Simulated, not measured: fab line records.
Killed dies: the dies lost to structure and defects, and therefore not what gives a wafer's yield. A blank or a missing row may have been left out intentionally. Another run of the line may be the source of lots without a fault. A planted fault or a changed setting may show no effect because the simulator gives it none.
Check of tool commonality / flow nandHarc / 12 lots, 35 wafers sampled

WHY IT WAS OPENED
Flagged at NHARC_A_SGD_CUT_INSPECT_25: reading rawDefectCount, on 1 of 12 lots. No-fault wafers: 381, standard deviation 85.
Rule: a lot is flagged in two cases, either no wafer of it has a number, or all its wafers with numbers fall more than 4 standard deviations from that mean. The other lots count as sound.

lot=L525; measured=day 19 23:17; on=defectInspect-02; rawDefectCount, wafer by wafer=517 487 483; flag=
lot=L526; measured=day 20 08:23; on=defectInspect-01; rawDefectCount, wafer by wafer=709 509 607; flag=
lot=L531; measured=day 22 00:30; on=defectInspect-01; rawDefectCount, wafer by wafer=398 410 503; flag=
lot=L530; measured=day 22 00:30; on=defectInspect-02; rawDefectCount, wafer by wafer=299 264 305; flag=
lot=L532; measured=day 22 19:34; on=defectInspect-01; rawDefectCount, wafer by wafer=374 453 315; flag=
lot=L534; measured=day 23 13:06; on=defectInspect-01; rawDefectCount, wafer by wafer=487 527 484; flag=
lot=L533; measured=day 23 13:08; on=defectInspect-02; rawDefectCount, wafer by wafer=292 213 263; flag=
lot=L535; measured=day 24 00:47; on=defectInspect-02; rawDefectCount, wafer by wafer=424 516 396; flag=
lot=L536; measured=day 24 14:32; on=defectInspect-01; rawDefectCount, wafer by wafer=399 414 433; flag=
lot=L538; measured=day 25 06:14; on=defectInspect-02; rawDefectCount, wafer by wafer=741 734; flag=FLAGGED
lot=L544; measured=day 27 19:29; on=defectInspect-01; rawDefectCount, wafer by wafer=298 341 373; flag=
lot=L547; measured=day 28 14:39; on=defectInspect-02; rawDefectCount, wafer by wafer=238 386 371; flag=
The numbers of the flagged lots are 738 on average: +356 against the usual, or +4 standard deviations.

WHICH TOOL EACH LOT WENT THROUGH
4 process steps preceding the reading are held in the record, out of 1302 steps in the route. Cell contents, in order: the tool; ch with the chambers the sampled wafers went through; the start.
lot=L525; flag=; NHARC_A_SGD_CUT_DEP_00=pecvd-04 ch 0,1,2, day 19 15:31; NHARC_A_SGD_CUT_ETCH_58=rieDiel-13 ch 0,3, day 19 16:27; NHARC_A_SGD_CUT_ETCH_59=rieDiel-13 ch 0,2,3, day 19 22:37 or earlier; NHARC_A_SGD_CUT_CMP_21=cmp-01 ch 1,2,3, day 19 22:37
lot=L526; flag=; NHARC_A_SGD_CUT_DEP_00=pecvd-02 ch 0,1, day 20 00:47; NHARC_A_SGD_CUT_ETCH_58=rieDiel-10 ch 1,3, day 20 01:46; NHARC_A_SGD_CUT_ETCH_59=rieDiel-10 ch 0,2,3, day 20 07:40 or earlier; NHARC_A_SGD_CUT_CMP_21=cmp-01 ch 2,3, day 20 07:40
lot=L531; flag=; NHARC_A_SGD_CUT_DEP_00=pecvd-04 ch 1,2, day 21 15:45; NHARC_A_SGD_CUT_ETCH_58=rieDiel-13 ch 0,1,2, day 21 16:44; NHARC_A_SGD_CUT_ETCH_59=rieDiel-13 ch 0,1, day 21 23:50 or earlier; NHARC_A_SGD_CUT_CMP_21=cmp-01 ch 0,2,3, day 21 23:50
lot=L530; flag=; NHARC_A_SGD_CUT_DEP_00=pecvd-02 ch 1,2, day 21 15:53; NHARC_A_SGD_CUT_ETCH_58=rieDiel-07 ch 1,2,3, day 21 16:55; NHARC_A_SGD_CUT_ETCH_59=rieDiel-07 ch 2,3, day 21 23:48 or earlier; NHARC_A_SGD_CUT_CMP_21=cmp-03 ch 1,3, day 21 23:48
lot=L532; flag=; NHARC_A_SGD_CUT_DEP_00=pecvd-02 ch 0,2, day 22 12:22; NHARC_A_SGD_CUT_ETCH_58=rieDiel-10 ch 0,1,2, day 22 13:11; NHARC_A_SGD_CUT_ETCH_59=rieDiel-10 ch 0,1,2, day 22 18:53 or earlier; NHARC_A_SGD_CUT_CMP_21=cmp-04 ch 1,2,3, day 22 18:53
lot=L534; flag=; NHARC_A_SGD_CUT_DEP_00=pecvd-02 ch 1,2, day 23 05:39; NHARC_A_SGD_CUT_ETCH_58=rieDiel-13 ch 0,1,2, day 23 06:42; NHARC_A_SGD_CUT_ETCH_59=rieDiel-13 ch 0,1,3, day 23 12:24 or earlier; NHARC_A_SGD_CUT_CMP_21=cmp-04 ch 0,1,3, day 23 12:24
lot=L533; flag=; NHARC_A_SGD_CUT_DEP_00=pecvd-01 ch 0,1,2, day 23 05:34; NHARC_A_SGD_CUT_ETCH_58=rieDiel-10 ch 0,1,3, day 23 06:33; NHARC_A_SGD_CUT_ETCH_59=rieDiel-10 ch 0,2,3, day 23 12:23 or earlier; NHARC_A_SGD_CUT_CMP_21=cmp-03 ch 0,1,3, day 23 12:23
lot=L535; flag=; NHARC_A_SGD_CUT_DEP_00=pecvd-04 ch 0,2, day 23 16:34; NHARC_A_SGD_CUT_ETCH_58=rieDiel-07 ch 1,2,3, day 23 17:31; NHARC_A_SGD_CUT_ETCH_59=rieDiel-07 ch 0,1,2, day 24 00:08 or earlier; NHARC_A_SGD_CUT_CMP_21=cmp-01 ch 1,2,3, day 24 00:08
lot=L536; flag=; NHARC_A_SGD_CUT_DEP_00=pecvd-04 ch 0,1, day 24 07:02; NHARC_A_SGD_CUT_ETCH_58=rieDiel-10 ch 1,2, day 24 08:01; NHARC_A_SGD_CUT_ETCH_59=rieDiel-10 ch 0,1, day 24 13:49 or earlier; NHARC_A_SGD_CUT_CMP_21=cmp-03 ch 0,2,3, day 24 13:49
lot=L538; flag=FLAGGED; NHARC_A_SGD_CUT_DEP_00=pecvd-04 ch 2, day 24 22:16; NHARC_A_SGD_CUT_ETCH_58=rieDiel-10 ch 3, day 24 23:01; NHARC_A_SGD_CUT_ETCH_59=rieDiel-10 ch 1, day 25 05:38 or earlier; NHARC_A_SGD_CUT_CMP_21=cmp-01 ch 2, day 25 05:38
lot=L544; flag=; NHARC_A_SGD_CUT_DEP_00=pecvd-01 ch 0,1, day 27 12:25; NHARC_A_SGD_CUT_ETCH_58=rieDiel-10 ch 0,2,3, day 27 13:22; NHARC_A_SGD_CUT_ETCH_59=rieDiel-10 ch 0,1,2, day 27 18:46 or earlier; NHARC_A_SGD_CUT_CMP_21=cmp-03 ch 0,1,2, day 27 18:46
lot=L547; flag=; NHARC_A_SGD_CUT_DEP_00=pecvd-01 ch 0,1,2, day 28 05:49; NHARC_A_SGD_CUT_ETCH_58=rieDiel-13 ch 1,2,3, day 28 06:42; NHARC_A_SGD_CUT_ETCH_59=rieDiel-13 ch 0,2,3, day 28 13:56 or earlier; NHARC_A_SGD_CUT_CMP_21=cmp-04 ch 0,2,3, day 28 13:56
What is done by these steps:
- NHARC_A_SGD_CUT_DEP_00: deposits SiNx, target thk 50 nm.
- NHARC_A_SGD_CUT_ETCH_58: etches the open film in CF4, target depth 39 nm, time 65 s.
- NHARC_A_SGD_CUT_ETCH_59: etches the open film in N2/H2, target depth 260 nm, time 406.25 s.
- NHARC_A_SGD_CUT_CMP_21: polishes, target thk 148.19 nm.
- NHARC_A_SGD_CUT_INSPECT_25

FLAGGED AGAINST TOTAL, ONE TOOL AT A TIME (gauges that did the reading follow at the end)
step=NHARC_A_SGD_CUT_DEP_00; tool=pecvd-01; lots run=3; flagged=0; share of the flagged lots=none; sound lots run after its first flagged lot=-
step=NHARC_A_SGD_CUT_DEP_00; tool=pecvd-02; lots run=4; flagged=0; share of the flagged lots=none; sound lots run after its first flagged lot=-
step=NHARC_A_SGD_CUT_DEP_00; tool=pecvd-04; lots run=5; flagged=1; share of the flagged lots=all; sound lots run after its first flagged lot=0
step=NHARC_A_SGD_CUT_ETCH_58; tool=rieDiel-07; lots run=2; flagged=0; share of the flagged lots=none; sound lots run after its first flagged lot=-
step=NHARC_A_SGD_CUT_ETCH_58; tool=rieDiel-10; lots run=6; flagged=1; share of the flagged lots=all; sound lots run after its first flagged lot=1 (L544)
step=NHARC_A_SGD_CUT_ETCH_58; tool=rieDiel-13; lots run=4; flagged=0; share of the flagged lots=none; sound lots run after its first flagged lot=-
step=NHARC_A_SGD_CUT_ETCH_59; tool=rieDiel-07; lots run=2; flagged=0; share of the flagged lots=none; sound lots run after its first flagged lot=-
step=NHARC_A_SGD_CUT_ETCH_59; tool=rieDiel-10; lots run=6; flagged=1; share of the flagged lots=all; sound lots run after its first flagged lot=1 (L544)
step=NHARC_A_SGD_CUT_ETCH_59; tool=rieDiel-13; lots run=4; flagged=0; share of the flagged lots=none; sound lots run after its first flagged lot=-
step=NHARC_A_SGD_CUT_CMP_21; tool=cmp-01; lots run=5; flagged=1; share of the flagged lots=all; sound lots run after its first flagged lot=0
step=NHARC_A_SGD_CUT_CMP_21; tool=cmp-03; lots run=4; flagged=0; share of the flagged lots=none; sound lots run after its first flagged lot=-
step=NHARC_A_SGD_CUT_CMP_21; tool=cmp-04; lots run=3; flagged=0; share of the flagged lots=none; sound lots run after its first flagged lot=-
step=NHARC_A_SGD_CUT_INSPECT_25; tool=defectInspect-01; lots run=6; flagged=0; share of the flagged lots=none; sound lots run after its first flagged lot=-
step=NHARC_A_SGD_CUT_INSPECT_25; tool=defectInspect-02; lots run=6; flagged=1; share of the flagged lots=all; sound lots run after its first flagged lot=1 (L547)
NHARC_A_SGD_CUT_ETCH_59: start missing for some lots; hours and lot order therefore follow NHARC_A_SGD_CUT_CMP_21.

WHAT THE TABLE PERMITS
5 rows of the table ran every flagged lot: pecvd-04 at NHARC_A_SGD_CUT_DEP_00, rieDiel-10 at NHARC_A_SGD_CUT_ETCH_58, rieDiel-10 at NHARC_A_SGD_CUT_ETCH_59, cmp-01 at NHARC_A_SGD_CUT_CMP_21, defectInspect-02 at NHARC_A_SGD_CUT_INSPECT_25.
- pecvd-04 at NHARC_A_SGD_CUT_DEP_00: 1 of its 5 lots flagged. It ran its last sound lot, L536, at day 24 07:02 and its first flagged lot, L538, at day 24 22:16: a fault with its onset between the two fits.
- rieDiel-10 at NHARC_A_SGD_CUT_ETCH_58: 1 of its 6 lots flagged. Sound lots followed the first flagged one (L544) on it, something a lasting fault affecting the whole tool could not allow.
- rieDiel-10 at NHARC_A_SGD_CUT_ETCH_59: 1 of its 6 lots flagged. Sound lots followed the first flagged one (L544) on it, something a lasting fault affecting the whole tool could not allow.
- cmp-01 at NHARC_A_SGD_CUT_CMP_21: 1 of its 5 lots flagged. It ran its last sound lot, L535, at day 24 00:08 and its first flagged lot, L538, at day 25 05:38: a fault with its onset between the two fits.
- defectInspect-02 at NHARC_A_SGD_CUT_INSPECT_25: 1 of its 6 lots flagged. Sound lots followed the first flagged one (L547) on it, something a lasting fault affecting the whole tool could not allow.
These 2 tools cannot be told apart by counting lots, since each of them fits a fault that started at some hour. More lots, or a look at what each step does to the wafer, might.

WHAT THE SIMULATOR PUT IN
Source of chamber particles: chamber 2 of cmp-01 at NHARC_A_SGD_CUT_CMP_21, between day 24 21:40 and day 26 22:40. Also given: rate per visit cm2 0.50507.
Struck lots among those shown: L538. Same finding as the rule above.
